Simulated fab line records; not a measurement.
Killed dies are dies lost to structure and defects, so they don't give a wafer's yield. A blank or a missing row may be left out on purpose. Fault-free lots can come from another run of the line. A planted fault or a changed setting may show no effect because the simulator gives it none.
Matching of chambers | flow nand harc | NHARC_A_CHANNEL_HOLE_D1_DESCUM_15 on rie diel-11 has 4 sister chambers
The step chemistry O2, time 3 s. 8 wafers are shown with their chamber, then 8 later ones without.

== EACH WAFER AND ITS CHAMBER ==
wafer  | chamber | showerhead plenum p Torr (Torr) | drypump motor current A (A)
L729.6 | 3       | 2.05                            | 5.7
L737.3 | 3       | 2.05                            | 5.6
L736.5 | 0       | 1.84                            | 6.6
L738.2 | 1       | 1.79                            | 5.8
L738.3 | 0       | 1.84                            | 6.6
L739.5 | 1       | 1.79                            | 5.8
L739.6 | 2       | 1.95                            | 6.4
L740.1 | 2       | 1.94                            | 6.4

== WAFERS WITHOUT THEIR CHAMBER ==
wafer  | showerhead plenum p Torr (Torr) | drypump motor current A (A)
L740.2 | 1.84                            | 6.6
L740.6 | 1.79                            | 5.8
L749.1 | 2.05                            | 5.6
L749.2 | 1.94                            | 6.4
L749.4 | 1.79                            | 5.8
L750.2 | 1.84                            | 6.6
L750.4 | 1.94                            | 6.4
L750.6 | 2.04                            | 5.6

== EACH ONE'S CHAMBER ==
wafer  | from the rows above | in truth
L740.2 | 0                   | 0
L740.6 | 1                   | 1
L749.1 | 3                   | 3
L749.2 | 2                   | 2
L749.4 | 1                   | 1
L750.2 | 0                   | 0
L750.4 | 2                   | 2
L750.6 | 3                   | 3
Placed correctly: 8 of 8. Number that these rows cannot place: 0. 0 placed wrongly.
How it was worked out, from the rows above alone: a wafer's distance from a chamber is the root of the sum, over the readings, of the square of ((its reading less the chamber's mean) divided by the reading's scatter). The wafer belongs to the nearest chamber; if the next one is less than 2 further off, it can't be placed. Each chamber's mean is taken over the wafers shown for it. The scatter: take each reading less its chamber's mean, square it, sum over the shown wafers, divide by the number of wafers less the number of chambers, and take the root.
